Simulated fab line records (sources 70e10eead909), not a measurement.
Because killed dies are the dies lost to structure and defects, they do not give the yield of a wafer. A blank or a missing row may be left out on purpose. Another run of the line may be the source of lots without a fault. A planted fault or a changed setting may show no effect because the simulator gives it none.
Comparing a struck lot with a sound one || flow nandHarc || 15 steps out of a route of 1159
Sound: these wafers, L283.2, L283.3, L283.6. Struck: wafers L289.2, L289.4, L289.6. At the end, the cause is stated.
Per side, at each step with rows, come the tool, then ch with its chambers, and then its first start. Under that, the readings that differ: sound wafers || struck wafers || difference of the means || sigmas: that difference in standard deviations of wafers without a fault.
alike: a reading whose means differ by less than 2 such deviations, as well as words and numbers matching on both sides. not compared: withheld readings; readings where some wafer has no value; bounds like >300 that might hide an equal value; numbers whose values overlap and for which the record gives no deviation.
A row with sigmas, a row that says differs or no value, or rows on one side alone: a step with any of these is where the two part. Numbers that have no deviation but don't overlap get no sigmas and don't part them. A reading missing from all wafers of one side parts the sides only when that side holds two or more wafers.

NHARC_A_CHANNEL_FILL_D1_ALD_15: deposits SiNx, target thk 2 nm, pulse time 60 s, ald cycles 19.
  sound on aldSinBatch-03 ch 0, day 13 04:35; struck on aldSinBatch-02 ch 0
  alike: chamberPressureTorr, precursorPulseHeightRel, susceptorTempC
then, 3 steps without rows for these wafers: NHARC_A_CHANNEL_FILL_D1_ALD_16 (deposits SiO2, target thk 1.5 nm, pulse time 10 s, ald cycles 15); NHARC_A_CHANNEL_FILL_D1_ANNEAL_17 (time 1800 s); NHARC_A_CHANNEL_FILL_D1_CVD_18 (deposits poly-Si, target thk 3 nm).
NHARC_A_CHANNEL_FILL_D1_ETCHBACK_19: etches the open film in HBr/Cl2, target depth 5 nm, time 1.7 s.
  sound on rieSi-04 ch 0,1, day 13 18:39; struck on rieSi-02 ch 0,1,2, day 15 04:20
  alike: drypumpMotorCurrentA, oesProductAu, throttleValvePct
  not compared: rfHoursCounterH
NHARC_A_CHANNEL_FILL_D1_ETCHBACK_20: etches the open film in C4F8/O2/Ar, target depth 27 nm, time 13.5 s.
  sound on rieDiel-10 ch 0,1,2, day 13 18:47; struck on rieDiel-02 ch 0,1,2, day 15 04:27
{"reading": "oesProductAu (a.u.)", "sound": "0.93 0.92 0.90", "struck": "0.98 1.03 0.99", "difference": "+0.08", "sigmas": "+2"}
  alike: rfVppV
  not compared: rfHoursCounterH
NHARC_A_CHANNEL_FILL_D1_STRIP_28: strips in O2, time 20 s.
  sound on rieDiel-10 ch 2,3, day 13 18:52; struck on rieDiel-02 ch 1,3, day 15 04:32
  alike: drypumpMotorCurrentA, oesProductAu, rfVppV, showerheadPlenumPTorr, throttleValvePct
  not compared: rfHoursCounterH
then, 4 steps without rows for these wafers: NHARC_A_CHANNEL_FILL_D1_PRECLEAN_21 (cleans in dHF, time 30 s); NHARC_A_CHANNEL_FILL_D1_SRD_23; NHARC_A_CHANNEL_FILL_D1_CVD_05 (deposits poly-Si, target thk 5 nm); NHARC_A_CHANNEL_FILL_D1_ANNEAL_22 (time 7200 s).
NHARC_A_CHANNEL_FILL_D1_THK_MEAS_06: measures by ellipsometry.
  sound on filmMetro-02, day 14 08:59; struck on filmMetro-01, day 15 16:13
  alike: thkNm
NHARC_A_CHANNEL_FILL_D1_ALD_25: deposits SiOx, target thk 60 nm, pulse time 10 s, ald cycles 600.
  sound on aldHk-04 ch 0,3, day 14 09:40; struck on aldHk-04 ch 0,1,2, day 15 16:16
  no value came back on the struck wafers for any of 6 readings (aldCycles, heaterPowerOuterW (W) and others); on the sound wafers aldCycles reads 600 600 600
NHARC_A_CHANNEL_FILL_D1_ETCHBACK_08: etches the open film in C4F8, target depth 220 nm, time 110 s.
  sound: rieDiel-02 ch 0,1; struck: rieDiel-02 ch 1,3
  alike: oesProductAu, rfVppV
  not compared: rfHoursCounterH
-- the record jumps here: 10 days lie between the struck wafers' starts before and after (it left off in module A_CHANNEL_FILL_D1 and takes up again in module END, whose first step shown is number 1159 of the route) --
NHARC_END_SORT_01:
  here the record holds rows for the struck wafers (prober-02 ch 0, day 25 06:49) but none for the sound ones

## WHERE THEY PART
At NHARC_A_CHANNEL_FILL_D1_ETCHBACK_20 first; at NHARC_END_SORT_01 last (within this record only).

WHY: what had been put in by the simulator
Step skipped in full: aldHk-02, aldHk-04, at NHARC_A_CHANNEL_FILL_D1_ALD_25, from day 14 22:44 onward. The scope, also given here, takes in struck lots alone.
